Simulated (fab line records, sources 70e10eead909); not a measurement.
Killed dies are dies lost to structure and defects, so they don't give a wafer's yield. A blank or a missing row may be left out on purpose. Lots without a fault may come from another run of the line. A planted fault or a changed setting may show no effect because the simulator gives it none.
Which tool did it? | flow nand_harc | 15 lots, 45 wafers sampled, at 5 steps of a route of 1159

WHAT THE GAUGES READ, wafer by wafer
NHARC_P_BONDPAD_CD_MEAS_13. Usual: cd_nm 499.4 nm, standard deviation 2.
lot  | measured     | on        | cd_nm (nm)        | flag
L528 | day 6 20:41  | cd_sem-02 | 499.2 502.3 502.2 |
L527 | day 7 02:14  | cd_sem-03 | 499.6 501.4 501.7 |
L529 | day 7 02:23  | cd_sem-01 | 498.5 496.5 495.2 |
L530 | day 7 03:11  | cd_sem-03 | 497.9 500.1 500.0 |
L531 | day 7 07:35  | cd_sem-02 | 500.7 500.1 498.5 |
L532 | day 7 08:21  | cd_sem-03 | 502.0 500.2 502.6 |
L533 | day 7 21:25  | cd_sem-01 | 499.8 498.4 499.9 |
L541 | day 9 16:59  | cd_sem-02 | 503.1 502.0 500.5 |
L540 | day 9 19:09  | cd_sem-03 | 496.2 497.9 498.1 |
L544 | day 11 06:05 | cd_sem-03 | 499.8 501.3 497.9 |
L546 | day 11 07:25 | cd_sem-03 | 498.4 500.1 500.2 |
L547 | day 11 08:13 | cd_sem-02 | 496.0 497.2 497.3 |
L548 | day 11 14:31 | cd_sem-02 | 496.2 499.0 497.6 |
L549 | day 11 15:38 | cd_sem-01 | 499.9 499.3 498.2 |
L550 | day 11 22:40 | cd_sem-01 | 497.6 500.8 496.7 |

NHARC_A_ONON_D1_THK_MEAS_24: measures by ellipsometry. Usual: thk_nm 999 nm, standard deviation 11.
lot  | measured     | on            | thk_nm (nm)    | flag
L528 | day 8 09:50  | film_metro-02 | 994 994 994    |
L527 | day 8 16:28  | film_metro-02 | 1021 1019 1021 |
L529 | day 8 16:29  | film_metro-02 | 992 992 992    |
L530 | day 8 16:27  | film_metro-01 | 992 993 991    |
L541 | day 11 06:19 | film_metro-02 | 992 991 993    |
L540 | day 11 05:58 | film_metro-01 | 995 995 995    |
L544 | day 12 19:44 | film_metro-02 | 994 993 992    |
L546 | day 12 20:03 | film_metro-02 | 1002 1000 1001 |
L547 | day 12 19:42 | film_metro-02 | 987 990 988    |
L548 | day 13 03:37 | film_metro-01 | 994 995 993    |
L549 | day 13 03:37 | film_metro-02 | 1004 1005 1002 |
L550 | day 13 12:37 | film_metro-01 | 1022 1023 1020 |

NHARC_END_SORT_01. Usual: defect_limited_yield 95.3 %, standard deviation 1.6; killed_at_array 28, standard deviation 10; killed_at_other 0.6, standard deviation 0.85; killed_at_periphery 3.3, standard deviation 2.3; killed_dies 32, standard deviation 11; killed_open 3.3, standard deviation 1.5; killed_short 2.1, standard deviation 1.4; sort_bin_2_pct 1.5 %, standard deviation 0.63; sort_bin_3_pct 0.25 %, standard deviation 0.21; sort_bin_4_pct 3.0 %, standard deviation 1.1; sort_n_pass 645, standard deviation 11; sort_rim_yield_pct 97.6 %, standard deviation 1.6; sort_yield_pct 95.3 %, standard deviation 1.6.
lot  | measured     | on        | defect_limited_yield (%) | killed_at_array | killed_at_other | killed_at_periphery | killed_dies | killed_open | killed_short | sort_bin_2_pct (%) | sort_bin_3_pct (%) | sort_bin_4_pct (%) | sort_n_pass | sort_rim_yield_pct (%) | sort_yield_pct (%) | flag
L540 | day 22 18:50 | prober-02 | 93.6 95.4 95.6           | 36 24 24        | 1 0 2           | 6 7 4               | 43 31 30    | 8 5 3       | 1 2 3        | 1.3 1.5 0.7        | 0.15 0.44 0        | 4.9 2.7 3.7        | 634 646 647 | 94.3 98.1 98.1         | 93.6 95.4 95.6     |
L544 | day 24 05:13 | prober-02 | 91.1 92.5 92.9           | 59 51 43        | 0 0 1           | 1 0 4               | 60 51 48    | 3 1 5       | 1 2 2        | 3.0 1.3 3.0        | 0.15 0.59 0.44     | 5.8 5.6 3.7        | 617 626 629 | 93.4 98.1 94.3         | 91.1 92.5 92.9     |
L548 | day 23 18:14 | prober-01 | 95.9 95.4 96.3           | 24 28 22        | 0 2 0           | 4 1 3               | 28 31 25    | 2 4 1       | 1 2 1        | 2.1 0.9 1.2        | 0 0.15 0.30        | 2.1 3.5 2.2        | 649 646 652 | 99.1 98.1 100.0        | 95.9 95.4 96.3     |
L549 | day 24 09:02 | prober-01 | 97.6 97.9 98.2           | 14 13 11        | 0 1 0           | 2 0 1               | 16 14 12    | 4 0 2       | 0 2 2        | 0.3 0.1 0.6        | 0.15 0 0           | 1.9 1.9 1.2        | 661 663 665 | 99.1 100.0 99.1        | 97.6 97.9 98.2     |

WHICH TOOL RAN EACH LOT (tool, then ch and the chambers of the sampled wafers, then the start)
lot  | NHARC_P_BONDPAD_PRE_CLEAN_26            | NHARC_A_ONON_D1_DEP_00
L528 | pvd_sputter-01, day 7 22:53 or earlier  | pecvd_onon-03 ch 0, day 7 22:53
L527 | pvd_sputter-03, day 8 04:35 or earlier  | pecvd_onon-04 ch 0, day 8 04:35
L529 | pvd_sputter-02, day 8 04:33 or earlier  | pecvd_onon-02 ch 0, day 8 04:33
L530 | pvd_sputter-02, day 8 04:34 or earlier  | pecvd_onon-03 ch 0, day 8 04:34
L531 | pvd_sputter-03, day 8 09:30 or earlier  | pecvd_onon-04, day 8 09:30
L532 | pvd_sputter-02, day 8 09:25 or earlier  | pecvd_onon-02, day 8 09:25
L533 | pvd_sputter-03, day 9 01:57 or earlier  | pecvd_onon-04, day 9 01:57
L541 | pvd_sputter-02, day 10 18:59 or earlier | pecvd_onon-04 ch 0, day 10 18:59
L540 | pvd_sputter-02, day 10 18:57 or earlier | pecvd_onon-02 ch 0, day 10 18:57
L544 | pvd_sputter-02, day 12 08:31 or earlier | pecvd_onon-02 ch 0, day 12 08:31
L546 | pvd_sputter-01, day 12 08:47 or earlier | pecvd_onon-04 ch 0, day 12 08:47
L547 | pvd_sputter-01, day 12 08:22 or earlier | pecvd_onon-04 ch 0, day 12 08:22
L548 | pvd_sputter-02, day 12 16:17 or earlier | pecvd_onon-03 ch 0, day 12 16:17
L549 | pvd_sputter-02, day 12 16:13 or earlier | pecvd_onon-02 ch 0, day 12 16:13
L550 | pvd_sputter-02, day 13 01:41 or earlier | pecvd_onon-02 ch 0, day 13 01:41
- NHARC_P_BONDPAD_PRE_CLEAN_26: time 30 s.
- NHARC_A_ONON_D1_DEP_00: target thk 1000 nm.

WHAT THE TOOLS THEMSELVES READ (means of the sampled wafers that have a number; where no wafer has one, the mark that the record gives instead)
NHARC_P_BONDPAD_PRE_CLEAN_26. Usual: heater_power_w 391 W, standard deviation 46.
lot  | tool           | heater_power_w (W) | flag
L528 | pvd_sputter-01 | 394                |
L527 | pvd_sputter-03 | 370                |
L529 | pvd_sputter-02 | 366                |
L530 | pvd_sputter-02 | 368                |
L531 | pvd_sputter-03 | 396                |
L532 | pvd_sputter-02 | 372                |
L533 | pvd_sputter-03 | 373                |
L541 | pvd_sputter-02 | 366                |
L540 | pvd_sputter-02 | 370                |
L544 | pvd_sputter-02 | 441                |
L546 | pvd_sputter-01 | 407                |
L547 | pvd_sputter-01 | 403                |
L548 | pvd_sputter-02 | 396                |
L549 | pvd_sputter-02 | 384                |
L550 | pvd_sputter-02 | 381                |

NHARC_A_ONON_D1_DEP_00. Usual: n2_flow_sccm 2751 sccm, standard deviation 8.6; n2o_flow_sccm 2001 sccm, standard deviation 6.2.
lot  | tool          | n2_flow_sccm (sccm) | n2o_flow_sccm (sccm) | flag
L528 | pecvd_onon-03 | 2746                | 2007                 |
L527 | pecvd_onon-04 | 2742                | 1998                 |
L529 | pecvd_onon-02 | 2750                | 2004                 |
L530 | pecvd_onon-03 | 2745                | 1994                 |
L531 | pecvd_onon-04 | -                   | -                    | OFF
L532 | pecvd_onon-02 | -                   | -                    | OFF
L533 | pecvd_onon-04 | -                   | -                    | OFF
L541 | pecvd_onon-04 | 2753                | 2000                 |
L540 | pecvd_onon-02 | 2756                | 2000                 |
L544 | pecvd_onon-02 | 2758                | 1995                 |
L546 | pecvd_onon-04 | 2747                | 2007                 |
L547 | pecvd_onon-04 | 2749                | 2000                 |
L548 | pecvd_onon-03 | 2755                | 2003                 |
L549 | pecvd_onon-02 | 2759                | 2001                 |
L550 | pecvd_onon-02 | 2747                | 2005                 |

THE ANSWER, worked out from the rows above alone
Rule: a lot is off if the mean of its wafers that have a number lies more than 3 standard deviations from the usual mean. A lot without any number at a reading at which 4 lots or more have one is off too. The other lots that the step has rows for count as sound. The gauges are gone through in route order, then the tools' own readings, and for those a lot's mean is taken as printed above. The first step at which some lot is off is used, and at that step the reading that is off furthest; a lot without a number counts as furthest.
Off: L531, L532, L533, at NHARC_A_ONON_D1_DEP_00 (n2_flow_sccm). Without a number there: L531, L532, L533.
A tool fits if, at that step or a process step before it, it ran every lot that is off, and no sound lot after the first of them. NHARC_P_BONDPAD_PRE_CLEAN_26 gives no start for some lots, so the hours and the order of its lots are those of NHARC_A_ONON_D1_DEP_00. None of those tried fits.

WHAT THE SIMULATOR HAD PUT IN
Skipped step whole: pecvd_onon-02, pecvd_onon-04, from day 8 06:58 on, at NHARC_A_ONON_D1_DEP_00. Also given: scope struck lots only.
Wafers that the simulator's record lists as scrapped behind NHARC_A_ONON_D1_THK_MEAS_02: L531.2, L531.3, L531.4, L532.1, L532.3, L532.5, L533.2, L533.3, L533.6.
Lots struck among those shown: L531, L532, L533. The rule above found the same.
